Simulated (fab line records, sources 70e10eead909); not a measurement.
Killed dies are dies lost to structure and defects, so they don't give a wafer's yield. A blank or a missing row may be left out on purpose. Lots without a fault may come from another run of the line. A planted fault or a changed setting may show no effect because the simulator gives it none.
Problem report in the 8D (eight disciplines) form, filled by code | flow nand_harc | the parts of the form that need people (team, actions taken, sign-off) are left out

1. THE PROBLEM
killed_at_array at NHARC_END_SORT_01 reads a mean of 670 on 4 wafers of 3 lots; wafers without a fault read 53 with a standard deviation of 18. That is +34 standard deviations from the usual mean.
First seen on wafer L184.5, day 29 12:55, on prober-01. The record holds 8 wafers of 3 lots with a number at this step. Rule for "out", or "out of limits": more than 4 standard deviations from the usual mean. The other wafers with a number count as sound.

2. WHAT IT IS AND WHAT IT IS NOT
question                    | is                             | is not
which readings at this step | killed_at_array, killed_dies   | killed_at_other, killed_open
which lots                  | L184, L187, L188               | -
which wafers of those lots  | L184.5, L187.2, L187.5, L188.5 | L184.6, L187.4, L188.1, L188.4
read on which gauges        | prober-01, prober-02           | -
when                        | from day 29 12:55              | up to then (0 sound wafers); but 4 sound wafers of L184, L187, L188 came after

3. SUSPECTS, AND WHAT RULES EACH OUT
Counting: a tool at a process step up to the reading stays a suspect if it ran every lot that is out. Sound lots after the first of them don't rule it out here, since some wafers of a struck lot are sound.
- the gauge at NHARC_END_SORT_01: ruled out. The wafers that are out were read on 2 gauges (prober-01, prober-02).
- pecvd-03 at NHARC_A_SLIT_DEP_23 (deposits SiON, target thk 100 nm): kept. It ran every lot that is out, first L184 (day 24 19:46).
- ald_metal-04 at NHARC_A_WL_FILL_ALD_02 (deposits TiN, target thk 2 nm, pulse time 3 s, ald cycles 100): kept. It ran every lot that is out, first L184 (day 25 11:47).
Left after counting: pecvd-03 at NHARC_A_SLIT_DEP_23, ald_metal-04 at NHARC_A_WL_FILL_ALD_02.

4. THE CAUSE (what the simulator had put in)
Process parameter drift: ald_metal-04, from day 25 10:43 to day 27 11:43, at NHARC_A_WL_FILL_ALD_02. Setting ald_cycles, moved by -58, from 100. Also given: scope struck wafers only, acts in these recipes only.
Counting left 2 suspects, and this tool is among them.

5. THE CHAIN OF EFFECTS, in route order
Each row: a reading whose mean over the struck wafers that have a number lies more than 3 standard deviations from the usual. Only readings for which the record gives a usual standard deviation are gone through. hours: the time from each lot's start at the first step in this table that gives one to its start at this step, as a median over the lots. sigmas: the change in usual standard deviations.
hours | step              | reading         | usual | on struck wafers | change | sigmas
0     | NHARC_END_SORT_01 | killed_at_array | 53    | 670              | +617   | +34
0     | NHARC_END_SORT_01 | killed_dies     | 58    | 677              | +619   | +34

6. WHAT WOULD HAVE CAUGHT IT SOONER
In this record the first reading out of limits at a measuring or inspecting step was taken at day 29 12:55, 98 hours after the fault began at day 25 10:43.
Of the tool readings at NHARC_A_WL_FILL_ALD_02 for which the record gives a usual standard deviation, none was out on any struck wafer, so an alarm limit of 4 standard deviations on them would not have fired.
All the lots that are out (3) had begun NHARC_A_WL_FILL_ALD_02 on ald_metal-04 by day 29 12:55. A hold on the tool at that time would have spared none of them.
